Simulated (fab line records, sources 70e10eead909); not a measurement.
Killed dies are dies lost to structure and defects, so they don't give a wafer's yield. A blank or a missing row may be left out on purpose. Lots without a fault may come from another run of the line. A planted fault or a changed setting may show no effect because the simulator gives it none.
A struck lot beside a sound one | flow nand_harc | 41 steps out of a route of 1302
Sound: wafers L276.1, L276.4, L276.5. Struck: wafer L286.5. (L286.4, L286.6 of the same lot were not struck and are left out.) The cause comes at the end.
At each step with rows: each side's tool, then ch and its chambers, then its first start. Under that, the readings that differ: sound wafers | struck wafers | difference of the means | sigmas: that difference in standard deviations of wafers without a fault.
alike: readings whose means differ by less than 2 such deviations, and words and numbers that are the same on both sides. not compared: withheld readings, readings that some wafer has no value for, bounds like >300 that may hide the same value, and numbers for which the record gives no deviation and whose values overlap.
The two part at a step that has a row with sigmas, a row that says differs or no value, or rows on one side only. Numbers that don't overlap but have no deviation are shown without sigmas and don't part them. A reading that every wafer of one side lacks parts them only if that side has two wafers or more.

NHARC_P_M2_OVL_MEAS_10: pitch 340 nm.
  sound on overlay-01, day 7 16:50; struck on overlay-02, day 12 16:10
  alike: overlay_x_nm, overlay_y_nm
NHARC_P_M2_INSPECT_11:
  sound on defect_inspect-02, day 7 16:52; struck on defect_inspect-01, day 12 16:12
  alike: raw_defect_count
NHARC_P_M2_DESCUM_14: chemistry O2, time 3 s.
  sound on rie_diel-03 ch 0,3, day 7 16:56; struck on rie_diel-12 ch 0, day 12 16:16
  reading      | sound          | struck | difference | sigmas
  rf_vpp_V (V) | 58.6 59.3 58.0 | 56.5   | -2.1       | -2
  alike: drypump_motor_current_A, oes_product_au, showerhead_plenum_p_Torr, throttle_valve_pct
  not compared: rf_hours_counter_h
then, 2 steps without rows for these wafers: NHARC_P_M2_ETCH_35 (etches the open film in N2/H2, target depth 40 nm, overetch 12 nm, time 43.94 s); NHARC_P_M2_ETCH_15 (etches the open film in C4F8/Ar, target depth 182.5 nm, time 91.2 s).
NHARC_P_M2_CD_MEAS_16:
  sound on cd_sem-03, day 7 17:14; struck on cd_sem-03, day 12 16:34
  alike: cd_nm
NHARC_P_M2_STRIP_18: strips in N2/H2.
  sound on rie_diel-04 ch 0,1,2, day 7 17:22; struck on rie_diel-04 ch 2, day 12 16:40
  alike: drypump_motor_current_A, n2_flow_sccm, oes_product_au, rf_vpp_V, showerhead_plenum_p_Torr, throttle_valve_pct
  not compared: rf_hours_counter_h
then, 5 steps without rows for these wafers: NHARC_P_M2_ETCH_28 (etches the open film in CF4/N2, target depth 30 nm, time 72.99 s); NHARC_P_M2_STRIP_19 (strips in post etch residue remover, time 600 s); NHARC_P_M2_DEGAS_29 (time 60 s); NHARC_P_M2_PRE_CLEAN_30 (time 30 s); NHARC_P_M2_PVD_20 (deposits TaN, target thk 5 nm, time 8.06 s).
NHARC_P_M2_PVD_21: deposits Cu, target thk 30 nm, time 20.49 s.
  sound on pvd_sputter-03, day 7 18:11; struck on pvd_sputter-01, day 12 17:32
  alike: throttle_valve_pct
then, 1 step without rows for these wafers: NHARC_P_M2_ECD_22 (material Cu, target thk 400 nm).
NHARC_P_M2_ANNEAL_31: time 90 s.
  sound on rtp_anneal-02 ch 0, day 7 18:59; struck on rtp_anneal-02 ch 0, day 12 18:10
  alike: wafer_temp_C_max
then, 2 steps without rows for these wafers: NHARC_P_M2_CMP_23 (polishes, t overpolish 20 s, target thk 144.3 nm); NHARC_P_M2_SRD_25.
NHARC_P_M2_INSPECT_27:
  sound on defect_inspect-02, day 7 19:48; struck on defect_inspect-02, day 12 18:52
  alike: raw_defect_count
NHARC_P_M2_PRE_CLEAN_32: time 12 s.
  sound on pecvd-04 ch 1,2, day 7 19:53; struck on pecvd-02 ch 2, day 12 18:58
  alike: heater_power_w
then, 2 steps without rows for these wafers: NHARC_P_M2_DEP_33 (deposits SiCN, target thk 30 nm); NHARC_P_BONDPAD_DEP_00 (deposits SiCN, target thk 250 nm).
NHARC_P_BONDPAD_CMP_32: polishes SiCN, target thk 200 nm.
  the record has rows for the sound wafers here (cmp-02 ch 2,3, day 7 20:46) and none for the struck ones
NHARC_P_BONDPAD_THK_MEAS_33: measures by ellipsometry.
  the record has rows for the sound wafers here (film_metro-01, day 7 21:01) and none for the struck ones
then, 10 steps without rows for these wafers: NHARC_P_BONDPAD_SRD_34; NHARC_P_BONDPAD_DEHYDRATE_01 (time 120 s); NHARC_P_BONDPAD_HMDS_02 (time 30 s); NHARC_P_BONDPAD_COAT_36 (time 65 s); NHARC_P_BONDPAD_COAT_03 (resist thk 600 nm); NHARC_P_BONDPAD_SOFTBAKE_04 (time 70 s); NHARC_P_BONDPAD_EBR_05; NHARC_P_BONDPAD_EXPOSE_06 (exposes mask P BPAD); NHARC_P_BONDPAD_PEB_07 (peb time 80 s); NHARC_P_BONDPAD_DEVELOP_08 (time 50 s).
NHARC_P_BONDPAD_CD_MEAS_09: target cd 500 nm.
  the record has rows for the sound wafers here (cd_sem-02 ch 0, day 7 21:27) and none for the struck ones
NHARC_P_BONDPAD_OVL_MEAS_38:
  the record has rows for the sound wafers here (overlay-02, day 7 21:32) and none for the struck ones
then, 4 steps without rows for these wafers: NHARC_P_BONDPAD_HARDBAKE_10 (time 65 s); NHARC_P_BONDPAD_DESCUM_11 (chemistry O2, time 3 s); NHARC_P_BONDPAD_ETCH_37 (etches the open film in N2/H2, target depth 60 nm, overetch 18 nm, time 65.91 s); NHARC_P_BONDPAD_ETCH_12 (etches the open film in CHF3/O2, target depth 200 nm, time 100 s).
NHARC_P_BONDPAD_CD_MEAS_13:
  the record has rows for the sound wafers here (cd_sem-03, day 7 21:59) and none for the struck ones
-- the record jumps here: 18 days lie between the struck wafers' starts before and after (it left off in module P_BONDPAD and takes up again in module END, whose first step shown is number 1302 of the route) --
NHARC_END_SORT_01:
  the record has rows for the struck wafers here (prober-02 ch 0, day 30 22:44) and none for the sound ones

WHERE THEY PART
First at NHARC_P_M2_DESCUM_14; last, within this record, at NHARC_END_SORT_01.

WHY: what the simulator had put in
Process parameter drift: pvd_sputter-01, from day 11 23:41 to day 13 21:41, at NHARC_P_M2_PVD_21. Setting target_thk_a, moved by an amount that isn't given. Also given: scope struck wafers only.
